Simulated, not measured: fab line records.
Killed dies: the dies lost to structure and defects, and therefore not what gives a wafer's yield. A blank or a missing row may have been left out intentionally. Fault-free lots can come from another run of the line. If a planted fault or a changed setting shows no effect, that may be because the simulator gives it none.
Matching of chambers + flow n5-finfet + rie-diel-06 running N5_BEOL_M0_SAQP_STRIP_108: 4 sister chambers
The step strips in N2/H2. 18 wafers are shown with their chamber, then 9 later ones without.

## WAFERS WITH THEIR CHAMBER
| wafer  | chamber | throttle-valve-pct (%) | drypump-motor-current-A (A) | showerhead-plenum-p-Torr (Torr) |
|--------|---------|------------------------|-----------------------------|---------------------------------|
| L075.1 | 3       | 18.8                   | 4.9                         | 3.34                            |
| L075.2 | 1       | 18.6                   | 5.8                         | 3.29                            |
| L075.6 | 0       | 19.8                   | 5.5                         | 3.22                            |
| L078.2 | 2       | 18.4                   | 5.3                         | 3.41                            |
| L078.3 | 3       | 18.8                   | 4.9                         | 3.34                            |
| L078.6 | 0       | 19.8                   | 5.5                         | 3.21                            |
| L081.1 | 1       | 18.6                   | 5.8                         | 3.29                            |
| L081.4 | 3       | 18.8                   | 4.9                         | 3.34                            |
| L081.5 | 2       | 18.4                   | 5.4                         | 3.41                            |
| L083.2 | 1       | 18.6                   | 5.8                         | 3.29                            |
| L083.5 | 0       | 19.9                   | 5.5                         | 3.21                            |
| L083.6 | 1       | 18.6                   | 5.8                         | 3.29                            |
| L084.1 | 3       | 18.8                   | 4.9                         | 3.33                            |
| L084.3 | 0       | 19.8                   | 5.5                         | 3.21                            |
| L084.6 | 3       | 18.8                   | 4.9                         | 3.33                            |
| L085.2 | 2       | 18.4                   | 5.3                         | 3.41                            |
| L085.4 | 1       | 18.6                   | 5.8                         | 3.28                            |
| L085.5 | 2       | 18.4                   | 5.3                         | 3.41                            |

SIGNATURES (averages over the wafers above)
| reading                  | chamber 0 | chamber 1 | chamber 2 | chamber 3 | scatter within a chamber |
|--------------------------|-----------|-----------|-----------|-----------|--------------------------|
| throttle-valve-pct       | 19.825    | 18.600    | 18.400    | 18.800    | 0.0231                   |
| drypump-motor-current-A  | 5.500     | 5.800     | 5.325     | 4.900     | 0.0231                   |
| showerhead-plenum-p-Torr | 3.2125    | 3.2880    | 3.4100    | 3.3360    | 0.00443                  |
Rule: a wafer lies at a distance from a chamber equal to the root of the sum of squares, over the readings, of (its reading less the chamber's mean, divided by the reading's scatter). The wafer belongs to the nearest chamber; if the next one is less than 2 further off, it can't be placed. How the scatter is found: for the shown wafers, subtract from each reading the mean of its chamber, square and add these, divide the total by (wafers less chambers), then take the root.

## WAFERS WHOSE CHAMBER IS MISSING
| wafer  | throttle-valve-pct (%) | drypump-motor-current-A (A) | showerhead-plenum-p-Torr (Torr) |
|--------|------------------------|-----------------------------|---------------------------------|
| L090.2 | 18.6                   | 5.8                         | 3.28                            |
| L090.3 | 18.4                   | 5.4                         | 3.40                            |
| L090.6 | 18.6                   | 5.8                         | 3.28                            |
| L093.2 | 18.4                   | 5.3                         | 3.40                            |
| L093.4 | 18.8                   | 4.9                         | 3.33                            |
| L093.6 | 19.9                   | 5.5                         | 3.20                            |
| L096.2 | 18.5                   | 5.3                         | 3.39                            |
| L096.5 | 18.8                   | 4.9                         | 3.32                            |
| L096.6 | 18.4                   | 5.3                         | 3.39                            |

## WHICH CHAMBER EACH WENT THROUGH
| wafer  | from the rows above | in truth |
|--------|---------------------|----------|
| L090.2 | 1                   | 1        |
| L090.3 | 2                   | 2        |
| L090.6 | 1                   | 1        |
| L093.2 | 2                   | 2        |
| L093.4 | 3                   | 3        |
| L093.6 | 0                   | 0        |
| L096.2 | 2                   | 2        |
| L096.5 | 3                   | 3        |
| L096.6 | 2                   | 2        |
9 of 9 placed correctly. Can't be placed from these rows: 0. Wrongly placed: 0.
